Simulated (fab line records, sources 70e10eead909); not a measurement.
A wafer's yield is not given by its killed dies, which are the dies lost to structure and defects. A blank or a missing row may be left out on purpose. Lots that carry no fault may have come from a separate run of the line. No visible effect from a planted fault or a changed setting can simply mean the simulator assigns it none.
3 desks, one fault + flow nand-harc + what lay behind the numbers comes last; until then each desk has only its own

THE METROLOGY DESK
What the gauges read for every lot (on any tool): the sampled wafers with a number, averaged. Any lot whose mean is over 4 standard deviations away from the usual mean is out of limits and marked OUT; that distance is given in the brackets.
Columns: A = thk-nm at NHARC_P_M2_THK_MEAS_24, usual 144.8 nm
| lot  | first seen here | A     |
|------|-----------------|-------|
| L260 | day 6 21:50     | 144.6 |
| L261 | day 7 08:35     | 145.1 |
| L262 | day 7 21:12     | 145.9 |
| L263 | day 8 01:57     | 142.9 |
| L264 | day 8 14:26     | 144.7 |
| L267 | day 9 22:35     | 144.5 |
| L273 | day 13 00:20    | 144.3 |
| L276 | day 13 18:19    | 144.5 |
| L275 | day 13 19:02    | 144.7 |
| L279 | day 14 21:58    | 144.7 |
| L280 | day 14 22:59    | 145.0 |
| L282 | day 16 00:35    | 142.4 |
Finding of this desk: none of the 12 lots has anything out of limits.

DESK OF THE TOOL OWNER: pvd-sputter-03
The tool's own readings at NHARC_P_BONDPAD_PVD_17 (deposits TaN, target thk 5 nm, time 8.06 s): means of the sampled wafers that have a number, for each lot that ran on this tool. Any lot whose mean is over 4 standard deviations away from the usual mean is out of limits and marked OUT; that distance is given in the brackets.
Columns: A = cathode-dc-power-W at NHARC_P_BONDPAD_PVD_17, usual 15000 W; B = substrate-temp-c at NHARC_P_BONDPAD_PVD_17, usual 50.00 C; C = throttle-valve-pct at NHARC_P_BONDPAD_PVD_17, usual 30.4 %
| lot  | first seen here | A     | B     | C    |
|------|-----------------|-------|-------|------|
| L260 | day 7 01:14     | 15001 | 49.96 | 30.5 |
| L263 | day 8 05:24     | 15001 | 49.98 | 30.5 |
| L264 | day 8 17:35     | 15000 | 49.88 | 30.3 |
| L267 | day 10 01:47    | 15000 | 50.00 | 30.9 |
| L273 | day 13 03:34    | 15001 | 50.09 | 30.9 |
| L275 | day 13 22:16    | 14998 | 50.04 | 30.9 |
Finding of this desk: none of the 6 lots has anything out of limits.

THE DEFECT DESK
Counts from the inspections along the route, per lot, as means over the sampled wafers that have a number. Any lot whose mean is over 4 standard deviations away from the usual mean is out of limits and marked OUT; that distance is given in the brackets.
Columns: A = raw-defect-count at NHARC_P_BONDPAD_INSPECT_23, usual 308
| lot  | first seen here | A   |
|------|-----------------|-----|
| L260 | day 7 02:44     | 334 |
| L261 | day 7 13:28     | 285 |
| L262 | day 8 01:55     | 232 |
| L263 | day 8 06:58     | 285 |
| L264 | day 8 19:05     | 523 |
| L267 | day 10 03:19    | 319 |
| L273 | day 13 05:04    | 307 |
| L276 | day 13 23:18    | 246 |
| L275 | day 14 00:12    | 369 |
| L279 | day 15 02:45    | 285 |
| L280 | day 15 03:35    | 245 |
| L282 | day 16 05:11    | 220 |
Finding of this desk: none of the 12 lots has anything out of limits.

TAKEN TOGETHER
At the metrology desk, nothing out of limits was observed.
The tool owner's desk saw nothing out of limits.
Nothing out of limits was seen by the defect desk.

WHAT THE SIMULATOR PUT IN
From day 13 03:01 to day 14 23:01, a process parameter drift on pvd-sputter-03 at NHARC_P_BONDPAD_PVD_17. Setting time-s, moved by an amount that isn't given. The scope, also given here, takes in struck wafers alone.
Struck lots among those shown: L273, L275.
